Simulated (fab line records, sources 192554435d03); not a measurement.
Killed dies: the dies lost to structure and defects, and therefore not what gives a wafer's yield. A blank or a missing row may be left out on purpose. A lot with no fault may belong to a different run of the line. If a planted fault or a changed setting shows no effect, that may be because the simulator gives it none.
fab line records    flow n5_finfet
[record] lots = 9  wafers = 27  last_day = 17
route steps=1938 shown BEOL_M0_CUTY@708 BEOL_M0@715 BEOL_M4@1111 PASSIVATION@1936
lots with no fault: from the same line, run without faults
start_h: hours from the record's opening day to when the first of the lot's shown wafers began    wait_h: time in hours since the lot's previous step    " the same as in the row above    L1.1+2: several wafers, shown together as one row    - no value, or no start was given    * or withheld: withheld    < > ~ a bound
route shown NAME@n: NAME is a module with steps in the file, n the number in the route of the first one    usual: mean/standard deviation of fault-free wafers    same: alike in all rows    chamber/n: place in a boat    sites: readings site by site    _std_site: their standard deviation    _edge_site: the outer-site mean with the inner-site mean subtracted    radius_mm: how far each site lies from the wafer's centre    mask NAME#n: copy n    behind: the most recent tool/chamber to have shaped the wafer    hold: cause of the lot's hold/its duration in hours/its outcome    device: names the non-switching transistor (n, p or np)    end of line: the tests these same wafers got at the end of their route    where a step has no rows: the recipe by itself    killed: dies lost to structure and defects at the first sort, not the wafer's yield    map: the dies of a wafer, with x for killed, . for not killed, _ for no die there
set.NAME: setting as actually run; set.NAME@STEP: the setting as run at that earlier step    model.NAME: the simulator's own value behind a step, which no gauge read
steps of the route over a sample of lots; a table a step, a row a wafer
services: from which hour (start_h, from the record's first day; less than 0 if before it) a tool's chamber was out of use, for how many hours, and why
[[steps]]
[step N5_BEOL_M0_CUTY_CD_MEAS_57]
[recipe] target_cd_nm = 200  landing_energy_ev = 500  detector = se_inlens  polarity = line
[usual] cd_nm = 200.0/0.83
lot.wafer  tool       chamber  start_h  wait_h  cd_nm
L291.2     cd_sem-03  0        129.89   -       199.8
L291.4     "          0        "        "       201.4
L291.5     "          0        "        "       200.0
L294.2     cd_sem-02  0        145.81   -       201.1
L294.3     "          0        "        "       199.8
L294.6     "          0        "        "       200.1
L299.2     cd_sem-03  0        180.77   -       198.1
L299.5     "          0        "        "       198.8
L299.6     "          0        "        "       199.9
L300.3     cd_sem-03  0        191.77   -       200.0
L300.4     "          0        "        "       199.7
L300.6     "          0        "        "       200.2
L302.2     cd_sem-01  0        201.07   -       199.5
L302.3     "          0        "        "       198.8
L302.6     "          0        "        "       198.7
L303.4     cd_sem-03  0        203.37   -       200.7
L303.5     "          0        "        "       199.5
L303.6     "          0        "        "       199.7
L304.1     cd_sem-02  0        207.20   -       201.3
L304.3     "          0        "        "       201.3
L304.4     "          0        "        "       201.5
L310.2     cd_sem-03  0        240.59   -       198.0
L310.3     "          0        "        "       200.9
L310.5     "          0        "        "       199.5
L311.2     cd_sem-02  0        249.74   -       199.6
L311.5     "          0        "        "       200.5
L311.6     "          0        "        "       199.4
[step N5_BEOL_M0_ETCH_138]
[recipe] chemistry = CH3F/O2  target_depth_a = 120  target = SiCN  time_s = 31.6  ion_energy_ev = 120  pressure_mtorr = 30  source_w = 395  bias_w = 75  Ar_flow_sccm = 150  CH3F_flow_sccm = 30  O2_flow_sccm = 20  ends = cleared
[usual] drypump_motor_current_A = 5.8/0.49  etch_rf_on_time_s = 29.7/0.71  oes_product_au = 0.66/0.066  rf_vpp_V = 297.7/1.7  showerhead_plenum_p_Torr = 2.02/0.077  throttle_valve_pct = 16.21/0.23
lot.wafer  tool         chamber  start_h  wait_h  drypump_motor_current_A  etch_rf_on_time_s  oes_product_au  rf_hours_counter_h  rf_vpp_V  showerhead_plenum_p_Torr  throttle_valve_pct
L291.2     rie_diel-01  1        130.51   0.0     6.1                      30.3               0.63            179                 295.4     1.92                      16.24
L291.4     "            0        "        "       5.5                      30.2               0.59            -                   297.8     2.05                      16.16
L291.5     "            1        "        "       6.1                      30.4               0.62            -                   295.7     1.92                      16.22
L294.2     rie_diel-05  2        146.34   0.0     6.3                      28.8               0.61            183                 296.2     1.99                      16.46
L294.3     "            0        "        "       5.2                      29.1               0.61            210                 298.8     2.06                      16.40
L294.6     "            2        "        "       6.3                      29.7               0.61            -                   296.5     1.99                      16.45
L299.2     rie_diel-03  3        181.06   0.0     6.3                      28.9               0.67            128                 296.1     1.93                      16.22
L299.5     "            1        "        "       5.7                      31.1               0.68            -                   299.4     2.11                      15.99
L299.6     "            2        "        "       6.6                      30.9               0.60            -                   298.3     2.06                      16.64
L300.3     rie_diel-03  3        192.06   0.0     6.3                      29.3               0.66            131                 295.4     1.92                      16.22
L300.4     "            2        "        "       6.6                      30.3               0.60            211                 299.7     2.06                      16.61
L300.6     "            1        "        "       5.6                      30.0               0.67            -                   298.6     2.11                      16.02
L302.2     rie_diel-03  2        201.78   0.0     6.6                      30.1               0.60            214                 297.5     2.06                      16.63
L302.3     "            0        "        "       6.3                      29.7               0.76            34                  296.4     1.95                      16.14
L302.6     "            0        "        "       6.3                      30.5               0.76            -                   296.5     1.95                      16.14
L303.4     rie_diel-03  2        203.66   0.0     6.6                      30.3               0.60            215                 299.4     2.06                      16.62
L303.5     "            2        "        "       6.6                      30.2               0.59            -                   298.8     2.06                      16.64
L303.6     "            1        "        "       5.7                      29.7               0.67            -                   298.7     2.11                      16.02
L304.1     rie_diel-03  2        207.50   0.0     6.6                      30.1               0.60            216                 298.6     2.06                      16.65
L304.3     "            3        "        "       6.3                      29.4               0.66            136                 297.5     1.92                      16.25
L304.4     "            0        "        "       6.3                      29.2               0.75            36                  296.2     1.95                      16.15
L310.2     rie_diel-03  2        240.88   0.0     6.6                      29.9               0.59            227                 299.4     2.06                      16.66
L310.3     "            1        "        "       5.7                      29.3               0.66            122                 300.3     2.10                      16.06
L310.5     "            1        "        "       5.7                      29.8               0.66            -                   297.5     2.10                      16.05
L311.2     rie_diel-03  2        250.03   0.0     6.6                      30.3               0.59            231                 299.4     2.05                      16.67
L311.5     "            2        "        "       6.6                      31.1               0.59            -                   298.6     2.05                      16.68
L311.6     "            3        "        "       6.3                      30.1               0.65            -                   297.8     1.92                      16.26
[step N5_BEOL_M0_STRIP_140]
[recipe] chemistry = CF4  resist = SiARC  power_w = 300  bias_power_w = 75  pressure_mtorr = 50  cf4_flow_sccm = 150  rf_frequency_hz = 6e+07
[usual] bias_power_w = 75.03/0.21  cf4_flow_sccm = 149.9/0.43  drypump_motor_current_A = 5.8/0.49  oes_product_au = 0.76/0.069  rf_vpp_V = 271.5/1.7  showerhead_plenum_p_Torr = 1.81/0.06  throttle_valve_pct = 13.57/0.25
lot.wafer  tool         chamber  start_h  wait_h  bias_power_w  cf4_flow_sccm  drypump_motor_current_A  oes_product_au  rf_hours_counter_h  rf_vpp_V  showerhead_plenum_p_Torr  throttle_valve_pct
L291.2     rie_diel-05  3        130.95   0.2     75.29         150.0          5.3                      0.74            172                 271.9     1.79                      13.73
L291.4     "            2        "        "       75.23         149.7          6.3                      0.72            177                 271.3     1.80                      13.77
L291.5     "            2        "        "       74.94         149.2          6.3                      0.71            -                   270.1     1.80                      13.76
L294.2     rie_diel-01  0        149.84   0.1     74.96         150.5          5.5                      0.70            245                 269.7     1.84                      13.54
L294.3     "            2        "        "       75.09         150.0          5.4                      0.82            62                  272.3     1.90                      13.30
L294.6     "            3        "        "       75.19         150.7          5.1                      0.82            -                   273.0     1.89                      13.25
L299.2     rie_diel-01  1        182.38   0.3     75.20         150.2          6.1                      0.71            199                 269.2     1.71                      13.59
L299.5     "            2        "        "       75.04         150.7          5.4                      0.80            -                   271.0     1.89                      13.33
L299.6     "            1        "        "       75.11         149.9          6.1                      0.71            -                   269.4     1.71                      13.57
L300.3     rie_diel-01  1        196.53   0.1     75.25         149.7          6.1                      0.70            203                 268.0     1.71                      13.61
L300.4     "            0        "        "       74.88         149.5          5.5                      0.96            4                   270.8     1.84                      13.00
L300.6     "            0        "        "       75.25         150.2          5.5                      0.95            -                   272.7     1.84                      12.99
L302.2     rie_diel-01  1        202.23   0.3     -             -              -                        -               -                   -         -                         -
L302.3     "            0        "        "       -             -              -                        -               -                   -         -                         -
L302.6     "            2        "        "       -             -              -                        -               -                   -         -                         -
L303.4     rie_diel-05  0        205.70   0.1     -             -              -                        -               -                   -         -                         -
L303.5     "            3        "        "       -             -              -                        -               -                   -         -                         -
L303.6     "            2        "        "       -             -              -                        -               -                   -         -                         -
L304.1     rie_diel-03  1        209.00   0.3     75.20         148.7          5.7                      0.77            111                 273.5     1.88                      13.29
L304.3     "            2        "        "       74.80         150.4          6.6                      0.70            217                 273.5     1.85                      13.98
L304.4     "            3        "        "       75.10         150.1          6.3                      0.77            137                 270.5     1.73                      13.50
L310.2     rie_diel-01  0        241.45   0.1     74.84         150.2          5.5                      0.91            17                  271.1     1.84                      13.02
L310.3     "            2        "        "       74.83         149.9          5.4                      0.79            96                  274.2     1.89                      13.33
L310.5     "            1        "        "       75.01         149.8          6.1                      0.69            -                   270.8     1.71                      13.59
L311.2     rie_diel-05  0        251.70   0.5     75.12         150.0          5.2                      0.69            247                 272.5     1.84                      13.79
L311.5     "            0        "        "       74.95         149.2          5.2                      0.70            -                   272.8     1.84                      13.78
L311.6     "            1        "        "       74.97         150.1          6.2                      0.92            -                   270.5     1.77                      13.29
[step N5_BEOL_M0_ETCH_109]
[recipe] chemistry = CH3F/O2  target_depth_a = 80  overetch_a = 24  target = SiCN  time_s = 27.4  ion_energy_ev = 120  pressure_mtorr = 30  source_w = 395  bias_w = 75  Ar_flow_sccm = 150  CH3F_flow_sccm = 30  O2_flow_sccm = 20
[usual] drypump_motor_current_A = 5.8/0.48  oes_product_au = 0.67/0.072  rf_vpp_V = 297.6/1.7  showerhead_plenum_p_Torr = 2.01/0.072  throttle_valve_pct = 16.22/0.24
[same] time_s = 27.4
lot.wafer  tool         chamber  start_h  wait_h  drypump_motor_current_A  oes_product_au  rf_hours_counter_h  rf_vpp_V  showerhead_plenum_p_Torr  throttle_valve_pct
L291.2     rie_diel-03  1        131.36   0.0     5.6                      0.69            87                  300.3     2.11                      15.98
L291.4     "            2        "        "       6.6                      0.63            194                 297.9     2.07                      16.60
L291.5     "            0        "        "       6.3                      0.80            -                   296.5     1.96                      16.11
L294.2     rie_diel-05  1        150.33   0.0     6.1                      0.60            231                 298.0     1.97                      16.40
L294.3     "            2        "        "       6.3                      0.61            185                 297.9     1.99                      16.46
L294.6     "            2        "        "       6.3                      0.61            -                   296.9     1.99                      16.46
L299.2     rie_diel-05  0        183.01   0.2     5.2                      0.61            222                 297.8     2.06                      16.42
L299.5     "            0        "        "       5.2                      0.61            -                   298.7     2.06                      16.43
L299.6     "            3        "        "       5.3                      0.63            -                   296.6     1.99                      16.48
L300.3     rie_diel-01  2        197.30   0.0     5.3                      0.69            80                  300.8     2.11                      16.06
L300.4     "            1        "        "       6.1                      0.61            203                 296.0     1.91                      16.28
L300.6     "            3        "        "       5.1                      0.69            -                   299.9     2.11                      15.97
L302.2     rie_diel-01  1        202.92   0.2     6.1                      0.61            205                 296.3     1.91                      16.27
L302.3     "            2        "        "       5.4                      0.69            82                  299.3     2.11                      16.06
L302.6     "            1        "        "       6.1                      0.62            -                   296.8     1.91                      16.28
L303.4     rie_diel-03  1        206.10   0.0     5.7                      0.68            110                 298.6     2.11                      16.04
L303.5     "            0        "        "       6.3                      0.75            -                   296.4     1.95                      16.15
L303.6     "            3        "        "       6.3                      0.67            -                   295.4     1.92                      16.24
L304.1     rie_diel-01  1        209.48   0.0     6.1                      0.61            207                 293.5     1.91                      16.28
L304.3     "            2        "        "       5.4                      0.69            84                  299.7     2.11                      16.07
L304.4     "            0        "        "       5.5                      0.81            8                   299.0     2.04                      15.70
L310.2     rie_diel-01  3        242.05   0.0     5.1                      0.67            85                  297.8     2.10                      16.02
L310.3     "            1        "        "       6.1                      0.60            220                 295.3     1.90                      16.31
L310.5     "            2        "        "       5.4                      0.68            -                   299.1     2.11                      16.10
L311.2     rie_diel-05  1        252.91   0.5     6.2                      0.80            12                  296.2     1.96                      16.02
L311.5     "            1        "        "       6.1                      0.80            -                   295.7     1.96                      16.03
L311.6     "            2        "        "       6.3                      0.60            -                   297.6     1.98                      16.54
[step N5_BEOL_M4_RC_MEAS_101]
[usual] DIBL_N = 36.3/1.4  DIBL_P = 35.7/1.5  IOFF_N = 0.155/0.022  IOFF_P = 0.204/0.027  ION_N = 671/9  ION_P = 459/6.2  SS_N = 71.5/0.54  SS_P = 73.1/0.56  VT_N = 250.2/2.6  VT_P = -251/3.3
lot.wafer  tool       chamber  start_h  wait_h  DIBL_N[mV/V]  DIBL_P[mV/V]  IOFF_N[nA/um]  IOFF_P[nA/um]  ION_N[uA/um]  ION_P[uA/um]  SS_N[mV/dec]  SS_P[mV/dec]  VT_N[mV]  VT_P[mV]
L291.2     prober-01  0        186.80   0.2     35.3          35.6          0.162          0.216          677           466           71.7          73.3          247.9     -248
L291.4     "          0        "        "       35.4          35.4          0.156          0.221          663           462           71.7          73.4          249.2     -249
L291.5     "          0        "        "       34.2          33.7          0.144          0.187          671           457           70.8          72.3          250.9     -251
L294.2     prober-01  0        192.17   0.6     37.8          37.2          0.193          0.243          674           465           71.1          74.0          246.9     -246
L294.3     "          0        "        "       35.7          35.6          0.148          0.210          670           464           70.6          73.3          250.1     -248
L294.6     "          0        "        "       36.8          37.0          0.185          0.239          691           470           71.4          73.5          247.2     -246
L299.2     prober-01  0        238.25   0.2     37.1          37.5          0.163          0.199          676           461           72.0          73.3          248.6     -251
L299.5     "          0        "        "       36.2          36.3          0.154          0.191          679           459           71.6          73.1          250.6     -253
L299.6     "          0        "        "       36.8          37.2          0.159          0.209          664           455           71.5          73.6          250.3     -253
L300.3     prober-01  0        240.33   0.3     38.0          37.9          0.180          0.227          677           463           71.9          73.6          247.7     -250
L300.4     "          0        "        "       35.7          35.1          0.140          0.175          677           456           71.7          73.2          252.3     -255
L300.6     "          0        "        "       35.8          35.1          0.141          0.172          655           449           71.4          72.9          253.1     -254
L302.2     prober-01  0        247.77   0.2     35.8          33.7          0.151          0.171          668           451           72.0          73.8          252.2     -260
L302.3     "          0        "        "       36.0          34.3          0.158          0.180          682           462           70.8          73.5          250.4     -255
L302.6     "          0        "        "       36.3          33.9          0.159          0.179          673           457           71.1          74.0          250.6     -255
L303.4     prober-01  0        253.56   0.5     36.8          34.0          0.151          0.169          666           454           71.4          72.9          248.8     -257
L303.5     "          0        "        "       36.0          33.6          0.138          0.161          667           451           71.5          72.5          253.7     -254
L303.6     "          0        "        "       35.6          33.8          0.136          0.166          671           457           71.4          73.1          252.2     -256
L304.1     prober-02  0        255.69   0.0     38.7          36.4          0.170          0.212          677           462           72.5          73.1          246.9     -247
L304.3     "          0        "        "       38.6          36.9          0.167          0.211          673           457           72.1          74.2          247.0     -252
L304.4     "          0        "        "       37.4          35.5          0.143          0.199          668           456           72.0          73.8          252.2     -251
L310.2     prober-02  0        294.24   0.2     37.1          36.6          0.183          0.232          679           465           71.5          72.9          246.5     -248
L310.3     "          0        "        "       36.2          35.7          0.157          0.210          667           458           71.2          72.2          250.3     -249
L310.5     "          0        "        "       37.1          37.5          0.176          0.248          677           468           71.0          73.3          246.7     -245
L311.2     prober-01  0        302.79   0.2     33.6          33.7          0.105          0.161          653           456           71.3          72.2          254.8     -251
L311.5     "          0        "        "       36.1          36.6          0.139          0.207          663           461           71.6          73.2          251.6     -251
L311.6     "          0        "        "       33.8          33.5          0.106          0.159          644           452           70.9          72.9          255.0     -254
[step N5_PASSIVATION_PROBE_49]
[usual] defect_limited_yield = 91.0/1.5  killed_at_M0_to_M3 = 36/12  killed_at_M4_up = 14/5.5  killed_at_contacts = 11/4.8  killed_at_front_end = 42/12  killed_at_other = 3.7/2.7  killed_dies = 106/18  killed_on_rim = 13/4.5  killed_open = 70/13  killed_short = 35/8.2  sort_bin_5_function = 5.3/1  sort_bin_6_memory = 3.3/0.69  sort_n_pass = 1074/18  sort_yield_pct = 91.0/1.5
[same] gross_dies = 1180  killed_at_back_side = 0  sort_bin_4_leakage[%] = 0  sort_bin_8_speed[%] = 0
lot.wafer  tool       chamber  start_h  wait_h  defect_limited_yield[%]  killed_at_M0_to_M3  killed_at_M4_up  killed_at_contacts  killed_at_front_end  killed_at_other  killed_dies  killed_on_rim  killed_open  killed_short  sort_bin_5_function[%]  sort_bin_6_memory[%]  sort_n_pass  sort_yield_pct[%]
L303.4     prober-01  -        348.74   0.2     59.2                     404                 14               8                   52                   3                481          131            82           55            36.7                    3.4                   699          59.2
L303.5     prober-01  -        348.79   0.3     54.7                     478                 15               12                  29                   0                534          123            71           42            42.1                    2.9                   646          54.7
L303.6     prober-01  -        348.84   0.3     62.2                     388                 7                14                  35                   2                446          116            64           37            34.8                    2.5                   734          62.2
L302.2     prober-01  -        355.95   0.1     54.8                     456                 7                13                  55                   2                533          128            73           30            41.9                    3.1                   647          54.8
L302.3     prober-01  -        356.00   0.1     57.4                     439                 9                10                  40                   5                503          10             72           34            39.2                    3.0                   677          57.4
L302.6     prober-01  -        356.15   0.3     65.2                     343                 4                10                  51                   3                411          103            70           32            30.8                    3.6                   769          65.2
// killed by level:class
L303.4 BEOL_M0:area_ald=342 BEOL_M0_SAQP:geometric_particle:short=14 BEOL_M1:geometric_particle:open=12 FIN_SAQP:geometric_particle:short=10 STI_FIN_REVEAL:geometric_particle:open=10 BEOL_M0_SAQP:geometric_particle:open=10 MOL_CONTACT_COAG:geometric_particle:open=7 BEOL_M1:geometric_particle:short=7
L303.5 BEOL_M0:area_ald=418 BEOL_M1:geometric_particle:open=13 BEOL_M2:geometric_particle:open=13 BEOL_M1:geometric_particle:short=9 MOL_CONTACT_COAG:geometric_particle:open=8 BEOL_M0_SAQP:geometric_particle:short=8 BEOL_M0_SAQP:geometric_particle:open=8 STI_FIN_REVEAL:geometric_particle:open=7
L303.6 BEOL_M0:area_ald=343 MOL_CONTACT_COAG:geometric_particle:open=11 BEOL_M2:geometric_particle:open=11 FIN_SAQP:geometric_particle:short=8 BEOL_M0_SAQP:geometric_particle:open=8 BEOL_M0_SAQP:geometric_particle:short=8 STI_FIN_REVEAL:geometric_particle:open=6 BEOL_M2:geometric_particle:short=6
L302.2 BEOL_M0:area_ald=429 DUMMY_GATE:geometric_particle:open=18 MOL_CONTACT_COAG:geometric_particle:open=10 STI_FIN_REVEAL:geometric_particle:open=9 FIN_SAQP:geometric_particle:open=7 STARTING-WAFER:geometric_particle:short=7 BEOL_M2:geometric_particle:open=6 BEOL_M0_SAQP:geometric_particle:short=5
L302.3 BEOL_M0:area_ald=396 STI_FIN_REVEAL:geometric_particle:open=12 BEOL_M2:geometric_particle:open=9 BEOL_M0_SAQP:geometric_particle:open=8 FIN_SAQP:geometric_particle:open=6 MOL_CONTACT_COAG:geometric_particle:open=6 BEOL_M0_SAQP:geometric_particle:short=6 BEOL_M1:geometric_particle:open=6
L302.6 BEOL_M0:area_ald=309 STI_FIN_REVEAL:geometric_particle:open=16 BEOL_M0_SAQP:geometric_particle:short=13 MOL_CONTACT_COAG:geometric_particle:open=10 FIN_SAQP:geometric_particle:open=9 DUMMY_GATE:geometric_particle:open=7 BEOL_M0_SAQP:geometric_particle:open=6 BEOL_M1:geometric_particle:open=5
[[services]]
tool         chamber  start_h  hours  kind
rie_diel-03  3        109.32   3.6    repair
rie_diel-03  2        134.14   4.8    repair
rie_diel-01  0        162.56   -      clean
rie_diel-01  0        162.56   -      consumable_replace:esc
rie_diel-01  0        162.56   -      consumable_replace:focus_ring
rie_diel-01  0        162.56   21.0   scheduled_down
rie_diel-01  0        162.56   21.0   vent_cycle
rie_diel-05  1        202.25   -      clean
rie_diel-05  1        202.25   -      consumable_replace:focus_ring
rie_diel-05  1        202.25   14.5   scheduled_down
rie_diel-05  1        202.25   14.5   vent_cycle
rie_diel-01  0        225.59   5.0    repair
rie_diel-01  1        246.01   6.7    repair
[[key]]
[first_sign] step = N5_BEOL_M0_STRIP_140  reading = tool_record  direction = missing
[effect] step = N5_PASSIVATION_PROBE_49  reading = killed_at_M0_to_M3  direction = up  sigmas = 33  usual = 36  struck = 418
[more_kills_born_at] N5_BEOL_M0_ALD_136@ald_metal-03 = 1134  N5_BEOL_M0_ALD_136@ald_metal-02 = 1103
met_at N5_BEOL_M0_STRIP_140
struck_lots L302,L303
not_acting_at N5_BEOL_M0_CUTY_CD_MEAS_57,N5_BEOL_M0_ETCH_138,N5_BEOL_M0_ETCH_109
onset_between 196.53 202.23
[fault] kind = skipped_step_whole  tool = rie_diel-01,rie_diel-05  chamber = -  onset_h = 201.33  steps = N5_BEOL_M0_STRIP_140  scope = struck_lots_only
